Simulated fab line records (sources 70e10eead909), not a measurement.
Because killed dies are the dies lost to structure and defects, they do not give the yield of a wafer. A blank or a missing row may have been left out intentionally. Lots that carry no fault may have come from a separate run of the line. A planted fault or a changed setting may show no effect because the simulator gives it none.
fab line records    flow nand-harc
record: lots: 14  wafers: 40  last-day: 34
route steps=1302 shown A_BONDPAD@1231 THIN_TSV@1250
lots that met no fault: taken from a fault-free run of the same line
start-h: start of the lot's first displayed wafer, in hours after the record's first day    wait-h: time in hours since the lot's previous step    " unchanged from the row above    L1.1+2: several wafers, shown together as one row    - no value, or no start given    * or withheld: withheld    < > ~ a bound
route shown NAME@n: names a module that has steps shown in the file, with the first one's number in the route    usual: mean/standard deviation of fault-free wafers    same: alike in all rows    chamber/n: place in a boat    sites: per-site readings    _std_site: standard deviation of those values    _edge_site: outer sites' mean less inner sites'    radius-mm: for every site, how far away it sits from the centre of the wafer    mask NAME#n: copy n    behind: tool/chamber where the wafer was last shaped    hold: why the lot was held/for how many hours/how that ended    device: which transistor (n, p or np) failed to switch    end of line: at the end of the route, the tests of the same wafers    a step without rows: its recipe alone    killed: dies that structure and defects cost at the first sort, which is not the same as the wafer's yield    map: the dies of a wafer, with x for killed, . for not killed, _ for no die there
set.NAME: the setting the step ran with; set.NAME@STEP: the setting that earlier step ran with    model.NAME: the simulator's own value behind a step, which no gauge read
a sample of lots followed through the steps of the route, with each step as a table and each wafer as a row
services: the hour from which a tool's chamber was out of use, counted from the record's first day as start-h (under 0 if before that day), plus the number of hours and why
== steps ==
step: NHARC_A_BONDPAD_CMP_19
recipe: t-overpolish-s: 30  cu-recess-touch-s: 16  target-thk-nm: 169.82
usual: motor-current-A: 11.9/1  overpolish-run-s: 29.999/0.01  slurry-flow-ml-min: 150.0/0.46
same: t-overpolish-s: 30
lot.wafer  tool    chamber  start-h  wait-h  motor-current-A  overpolish-run-s  slurry-flow-ml-min
L519.4     cmp-01  3        554.81   -       11.4             29.992            149.1
L519.6     "       1        "        "       11.2             29.997            149.5
L519.5     "       2        "        "       12.5             30.015            150.4
L522.1     cmp-01  2        556.39   -       12.7             30.003            150.1
L522.6     "       3        "        "       11.2             30.002            150.1
L522.5     "       0        "        "       13.0             29.971            149.8
L521.3     cmp-04  1        556.66   -       10.9             29.996            150.5
L521.2     "       3        "        "       12.0             29.988            150.3
L521.6     "       2        "        "       12.6             30.015            150.5
L524.1     cmp-04  2        567.71   -       13.3             30.006            150.0
L524.4     "       0        "        "       11.9             30.002            150.3
L524.5     "       3        "        "       11.4             30.011            149.3
L526.3     cmp-01  3        615.04   -       11.5             29.995            150.3
L526.4     "       2        "        "       13.2             29.999            149.7
L526.6     "       3        "        "       11.3             30.006            149.4
L527.4     cmp-04  3        620.19   -       11.3             29.998            149.8
L527.2     "       0        "        "       11.8             30.005            149.6
L527.5     "       3        "        "       12.0             29.986            150.2
L528.2     cmp-03  3        626.90   -       12.1             29.998            149.9
L528.5     "       1        "        "       13.0             29.982            150.5
L528.6     "       2        "        "       10.6             29.974            149.9
L531.4     cmp-01  3        649.29   -       11.8             29.998            150.6
L531.1     "       0        "        "       13.1             30.011            150.1
L531.6     "       0        "        "       13.1             30.009            149.8
L529.2     cmp-04  0        651.49   -       11.7             29.997            149.5
L529.5     "       3        "        "       12.1             30.004            149.4
L532.2     cmp-03  0        671.64   -       11.2             29.991            150.4
L532.5     "       1        "        "       13.8             30.009            150.2
L532.6     "       2        "        "       11.8             30.004            150.3
L533.3     cmp-04  0        697.15   -       12.1             30.009            149.7
L533.1     "       2        "        "       14.1             30.008            150.0
L535.4     cmp-04  1        698.49   -       9.8              29.998            150.3
L535.2     "       3        "        "       11.4             30.008            149.5
L535.1     "       0        "        "       11.5             30.008            150.9
L539.3     cmp-01  1        719.83   -       10.9             30.011            150.8
L539.4     "       2        "        "       12.5             29.984            150.1
L539.6     "       0        "        "       13.4             30.018            150.1
L541.4     cmp-01  1        770.32   -       11.2             29.999            149.6
L541.3     "       2        "        "       13.2             29.996            150.5
L541.6     "       2        "        "       13.2             29.982            150.0
step: NHARC_THIN_TSV_DEP_43
recipe: target-thk-a: 13285  temp-c: withheld  pressure-torr: 6.5  rf-w: 900  teos-flow-sccm: 161.4  flow-sccm: 2650  target-thk-nm: 1328.5  gas: O2  material: SiO2
usual: throttle-valve-pct: 15.9/0.43
lot.wafer  tool      chamber  start-h  wait-h  throttle-valve-pct
L519.6     pecvd-03  0        565.78   -       15.9
L519.4     "         1        "        "       16.0
L519.5     "         2        "        "       15.5
L522.1     pecvd-01  2        568.57   -       16.4
L522.6     "         2        "        "       16.5
L522.5     "         1        "        "       15.4
L521.2     pecvd-04  2        569.78   -       15.9
L521.3     "         0        "        "       15.9
L521.6     "         1        "        "       16.7
L524.1     pecvd-03  1        582.03   -       15.5
L524.5     "         0        "        "       16.0
L524.4     "         1        "        "       15.7
L526.3     pecvd-01  0        627.02   -       16.2
L526.4     "         2        "        "       16.4
L526.6     "         1        "        "       15.2
L527.2     pecvd-01  1        632.79   -       15.6
L527.5     "         1        "        "       15.5
L527.4     "         2        "        "       16.5
L528.2     pecvd-01  1        639.10   -       15.5
L528.6     "         1        "        "       15.4
L528.5     "         2        "        "       16.5
L529.2     pecvd-03  1        663.00   -       15.8
L529.5     "         1        "        "       16.1
L531.1     pecvd-03  2        664.26   -       15.7
L531.6     "         0        "        "       16.1
L531.4     "         1        "        "       15.5
L532.2     pecvd-03  2        685.50   -       16.1
L532.6     "         2        "        "       15.8
L532.5     "         0        "        "       16.0
L533.1     pecvd-03  2        709.44   -       15.7
L533.3     "         0        "        "       15.9
L535.2     pecvd-01  1        710.60   -       15.4
L535.1     "         2        "        "       16.3
L535.4     "         0        "        "       16.5
L539.3     pecvd-01  1        730.91   -       15.4
L539.6     "         2        "        "       16.5
L539.4     "         0        "        "       16.5
L541.3     pecvd-03  1        783.87   -       16.0
L541.4     "         0        "        "       16.1
L541.6     "         1        "        "       15.7
step: NHARC_THIN_TSV_EXPOSE_09
recipe: na: 0.55  dose-mj: 30.7  mask-id: TSV
usual: exposure-dose-mJ-cm2: 30.77/0.11  focus-offset-nm: 0.0/0.56
same: na: 0.55
lot.wafer  tool            chamber  start-h  wait-h  mask   exposure-dose-mJ-cm2  focus-offset-nm
L519.4     krf-scanner-02  0        566.22   -       TSV#0  30.87                 -0.1
L519.5     "               0        "        "       TSV#0  30.94                 0.8
L519.6     "               0        "        "       TSV#0  30.89                 -0.4
L522.1     krf-scanner-01  0        569.24   -       TSV#0  30.82                 -0.2
L522.5     "               0        "        "       TSV#0  30.79                 0.4
L522.6     "               0        "        "       TSV#0  30.86                 -0.8
L521.2     krf-scanner-04  0        570.46   -       TSV#0  30.67                 0.1
L521.3     "               0        "        "       TSV#0  30.71                 0.0
L521.6     "               0        "        "       TSV#0  30.65                 0.5
L524.1     krf-scanner-04  0        582.49   -       TSV#0  30.66                 1.0
L524.4     "               0        "        "       TSV#0  30.69                 0.8
L524.5     "               0        "        "       TSV#0  30.71                 0.1
L526.3     krf-scanner-01  0        627.57   -       TSV#0  30.82                 0.0
L526.4     "               0        "        "       TSV#0  30.84                 -0.3
L526.6     "               0        "        "       TSV#0  30.84                 -0.3
L527.2     krf-scanner-04  0        633.43   -       TSV#0  30.70                 0.7
L527.4     "               0        "        "       TSV#0  30.68                 1.0
L527.5     "               0        "        "       TSV#0  30.72                 1.1
L528.2     krf-scanner-04  0        639.62   -       TSV#0  30.69                 -0.9
L528.5     "               0        "        "       TSV#0  30.66                 -0.7
L528.6     "               0        "        "       TSV#0  30.71                 -0.6
L529.2     krf-scanner-04  0        663.51   -       TSV#0  42.12                 0.6
L529.5     "               0        "        "       TSV#0  42.14                 0.0
L531.1     krf-scanner-02  0        664.84   -       TSV#0  31.00                 -0.3
L531.4     "               0        "        "       TSV#0  30.97                 -0.8
L531.6     "               0        "        "       TSV#0  31.00                 0.4
L532.2     krf-scanner-01  0        686.14   -       TSV#0  30.76                 -0.3
L532.5     "               0        "        "       TSV#0  30.80                 0.4
L532.6     "               0        "        "       TSV#0  30.81                 0.7
L533.1     krf-scanner-04  0        710.07   -       TSV#0  39.13                 0.1
L533.3     "               0        "        "       TSV#0  39.12                 0.5
L535.1     krf-scanner-01  0        711.27   -       TSV#0  30.75                 0.5
L535.2     "               0        "        "       TSV#0  30.75                 -0.4
L535.4     "               0        "        "       TSV#0  30.82                 0.3
L539.3     krf-scanner-01  0        731.38   -       TSV#0  30.79                 0.1
L539.4     "               0        "        "       TSV#0  30.76                 0.0
L539.6     "               0        "        "       TSV#0  30.78                 0.0
L541.3     krf-scanner-01  0        784.52   -       TSV#0  30.76                 0.8
L541.4     "               0        "        "       TSV#0  30.78                 0.1
L541.6     "               0        "        "       TSV#0  30.82                 1.2
step: NHARC_THIN_TSV_CD_MEAS_12
recipe: target-cd-nm: 1000  landing-energy-ev: 500
usual: cd-nm: 1000.8/1.8
same: landing-energy-ev: 500
lot.wafer  tool       chamber  start-h  wait-h  cd-nm
L519.4     cd-sem-01  0        566.36   -       999.0
L519.5     "          0        "        "       1000.7
L519.6     "          0        "        "       1001.8
L522.1     cd-sem-03  0        569.40   -       1003.0
L522.5     "          0        "        "       1003.3
L522.6     "          0        "        "       1002.2
L521.2     cd-sem-03  0        570.61   -       1000.4
L521.3     "          0        "        "       1000.4
L521.6     "          0        "        "       1001.6
L524.1     cd-sem-03  0        582.64   -       1000.5
L524.4     "          0        "        "       999.4
L524.5     "          0        "        "       999.6
L526.3     cd-sem-02  0        627.72   -       999.1
L526.4     "          0        "        "       1001.0
L526.6     "          0        "        "       999.7
L527.2     cd-sem-02  0        633.58   -       1001.2
L527.4     "          0        "        "       999.0
L527.5     "          0        "        "       999.0
L528.2     cd-sem-03  0        639.77   -       1002.5
L528.5     "          0        "        "       1003.9
L528.6     "          0        "        "       1004.7
L529.2     cd-sem-01  0        663.66   -       1011.7
L529.5     "          0        "        "       1010.7
L531.1     cd-sem-03  0        664.99   -       1003.2
L531.4     "          0        "        "       1002.0
L531.6     "          0        "        "       1001.7
L532.2     cd-sem-02  0        686.29   -       1000.8
L532.5     "          0        "        "       1002.6
L532.6     "          0        "        "       1001.2
L533.1     cd-sem-03  0        710.23   -       1009.3
L533.3     "          0        "        "       1010.5
L535.1     cd-sem-02  0        711.42   -       999.1
L535.2     "          0        "        "       998.5
L535.4     "          0        "        "       997.8
L539.3     cd-sem-03  0        731.53   -       1001.6
L539.4     "          0        "        "       998.4
L539.6     "          0        "        "       997.6
L541.3     cd-sem-02  0        784.67   -       1002.1
L541.4     "          0        "        "       1001.2
L541.6     "          0        "        "       1001.3
step: NHARC_THIN_TSV_STRIP_45
recipe: power-w: 1500  temp-c: 250  chemistry: O2
usual: drypump-motor-current-A: 5.8/0.43  heater-power-w: 336/13
lot.wafer  tool             chamber  start-h  wait-h  drypump-motor-current-A  heater-power-w  rf-hours-counter-h
L519.4     plasma-asher-02  0        567.53   0.2     5.7                      375             -
L519.5     "                1        "        "       5.1                      332             -
L519.6     "                0        "        "       5.7                      376             -
L522.1     plasma-asher-01  1        570.48   0.1     6.2                      333             11
L522.5     "                0        "        "       6.0                      341             -
L522.6     "                1        "        "       6.2                      327             -
L521.2     plasma-asher-02  1        571.64   0.1     5.0                      337             28
L521.3     "                1        "        "       5.0                      339             -
L521.6     "                0        "        "       5.7                      368             -
L524.1     plasma-asher-01  1        583.72   0.1     6.2                      334             14
L524.4     "                1        "        "       6.2                      322             -
L524.5     "                0        "        "       6.0                      336             -
L526.3     plasma-asher-02  0        628.98   0.2     5.7                      343             -
L526.4     "                1        "        "       5.1                      336             -
L526.6     "                0        "        "       5.7                      353             -
L527.2     plasma-asher-01  1        634.61   0.1     6.2                      334             23
L527.4     "                0        "        "       6.0                      331             -
L527.5     "                1        "        "       6.2                      340             -
L528.2     plasma-asher-02  0        640.85   0.1     5.7                      349             5
L528.5     "                1        "        "       5.0                      329             -
L528.6     "                0        "        "       5.7                      351             -
L529.2     plasma-asher-01  1        664.73   0.1     6.2                      333             30
L529.5     "                1        "        "       6.2                      334             -
L531.1     plasma-asher-02  0        666.03   0.1     5.7                      346             10
L531.4     "                0        "        "       5.7                      341             -
L531.6     "                0        "        "       5.7                      353             -
L532.2     plasma-asher-01  0        687.38   0.1     6.0                      339             34
L532.5     "                1        "        "       6.2                      330             -
L532.6     "                0        "        "       6.0                      340             -
L533.1     plasma-asher-01  1        711.28   0.1     6.2                      336             1
L533.3     "                0        "        "       6.0                      312             -
L535.2     plasma-asher-02  1        712.46   0.1     5.0                      337             21
L535.1     "                0        "        "       5.7                      349             21
L535.4     "                1        "        "       5.1                      343             -
L539.3     plasma-asher-02  1        732.78   0.2     5.0                      337             -
L539.4     "                0        "        "       5.7                      345             -
L539.6     "                0        "        "       5.7                      352             -
L541.3     plasma-asher-01  1        785.79   0.2     6.3                      332             -
L541.4     "                0        "        "       6.0                      320             -
L541.6     "                0        "        "       6.0                      322             -
step: NHARC_THIN_TSV_CD_MEAS_37
usual: cd-nm: 5001.4/2.6
lot.wafer  tool       chamber  start-h  wait-h  cd-nm
L519.4     cd-sem-03  -        573.70   -       4997.3
L519.5     "          -        "        "       5000.1
L519.6     "          -        "        "       4997.8
L522.1     cd-sem-01  -        576.74   -       5004.6
L522.5     "          -        "        "       5005.4
L522.6     "          -        "        "       5002.3
L521.2     cd-sem-02  -        577.84   -       5002.0
L521.3     "          -        "        "       4999.4
L521.6     "          -        "        "       5000.0
L524.1     cd-sem-03  -        590.10   -       5004.2
L524.4     "          -        "        "       4999.2
L524.5     "          -        "        "       5003.3
L526.3     cd-sem-03  -        635.07   -       5001.8
L526.4     "          -        "        "       5003.7
L526.6     "          -        "        "       5003.2
L527.2     cd-sem-01  -        640.97   -       5002.4
L527.4     "          -        "        "       5000.8
L527.5     "          -        "        "       5000.7
L528.2     cd-sem-01  -        647.13   -       5005.6
L528.5     "          -        "        "       5005.3
L528.6     "          -        "        "       5005.7
L529.2     cd-sem-01  -        670.95   -       5012.6
L529.5     "          -        "        "       5012.5
L531.1     cd-sem-01  -        672.23   -       5004.3
L531.4     "          -        "        "       5002.9
L531.6     "          -        "        "       5002.3
L532.2     cd-sem-02  -        693.69   -       4997.6
L532.5     "          -        "        "       4998.2
L532.6     "          -        "        "       4999.0
L533.1     cd-sem-02  -        717.74   -       5008.6
L533.3     "          -        "        "       5008.6
L535.1     cd-sem-03  -        718.72   -       5002.8
L535.2     "          -        "        "       4998.2
L535.4     "          -        "        "       5002.9
L539.3     cd-sem-03  -        738.96   -       5002.6
L539.4     "          -        "        "       4998.5
L539.6     "          -        "        "       4995.9
L541.3     cd-sem-01  -        792.25   -       5004.3
L541.4     "          -        "        "       5003.0
L541.6     "          -        "        "       4999.6
== services ==
tool             chamber  start-h  hours  kind
cmp-04           -        541.58   0.5    repair
plasma-asher-02  -        542.65   12.6   repair
pecvd-03         -        547.41   13.0   pm
cmp-01           -        548.97   1.3    repair
cmp-01           -        557.03   2.9    repair
krf-scanner-04   -        563.16   6.7    repair
cmp-01           -        566.40   2.1    repair
cmp-01           -        577.66   4.0    pm
krf-scanner-01   -        582.62   3.5    repair
plasma-asher-02  -        603.83   9.0    pm
krf-scanner-01   -        617.53   1.0    repair
cmp-01           -        636.18   0.6    repair
krf-scanner-01   -        656.00   4.0    pm
krf-scanner-01   -        666.08   18.4   repair
pecvd-01         -        673.79   13.0   pm
cmp-01           -        675.66   4.0    pm
plasma-asher-01  -        696.36   9.0    pm
pecvd-03         -        728.41   13.0   pm
cmp-01           -        752.03   0.6    repair
krf-scanner-01   -        756.80   7.2    repair
cmp-01           -        762.83   0.2    repair
pecvd-03         0        766.74   6.0    repair
cmp-01           -        773.81   4.0    pm
plasma-asher-02  -        780.83   9.0    pm
== key ==
first-sign: step: NHARC_THIN_TSV_EXPOSE_09  reading: exposure-dose-mJ-cm2  direction: up  sigmas: 87  usual: 30.77  struck: 40.63
effect: step: NHARC_THIN_TSV_CD_MEAS_12  reading: cd-nm  direction: up  sigmas: 5.3  usual: 1000.8  struck: 1010.6  through: control-loop
effect: step: NHARC_THIN_TSV_CD_MEAS_37  reading: cd-nm  direction: up  sigmas: 3.5  usual: 5001.4  struck: 5010.6  through: control-loop
met-at NHARC_THIN_TSV_EXPOSE_09
struck-lots L529,L533
sort-left-out L529.2,L529.5,L533.1,L533.3
tester-left-out L529,L533
loop-trim: step: NHARC_THIN_TSV_EXPOSE_09  setting: dose  lots: L533
not-acting-at NHARC_A_BONDPAD_CMP_19,NHARC_THIN_TSV_DEP_43,NHARC_THIN_TSV_STRIP_45
onset-between 639.62 663.51
earlier-fault: kind: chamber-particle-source  tool: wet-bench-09  chamber: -  onset-h: 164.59  steps: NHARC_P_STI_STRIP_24  rate-per-visit-cm2: 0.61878
fault: kind: process-parameter-drift  tool: krf-scanner-04  chamber: -  onset-h: 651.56  steps: NHARC_THIN_TSV_EXPOSE_09  channel: dose-mj  offset: 11.487  shape: step  acts-in: these-recipes-only  stated: 30.7
tester-left-out: of these lots the tester's yield and bins aren't shown, on N5 and GAA mostly nor the transistor test; their killed dies are dies lost to structure and defects alone, not to doping, threshold or leakage, so they don't give the yield
sort-left-out: the simulated sort isn't trusted on such a fault, so these wafers' sort isn't shown, and their yield isn't known
loop-trim: a control loop set the setting to another value than it would have without faults
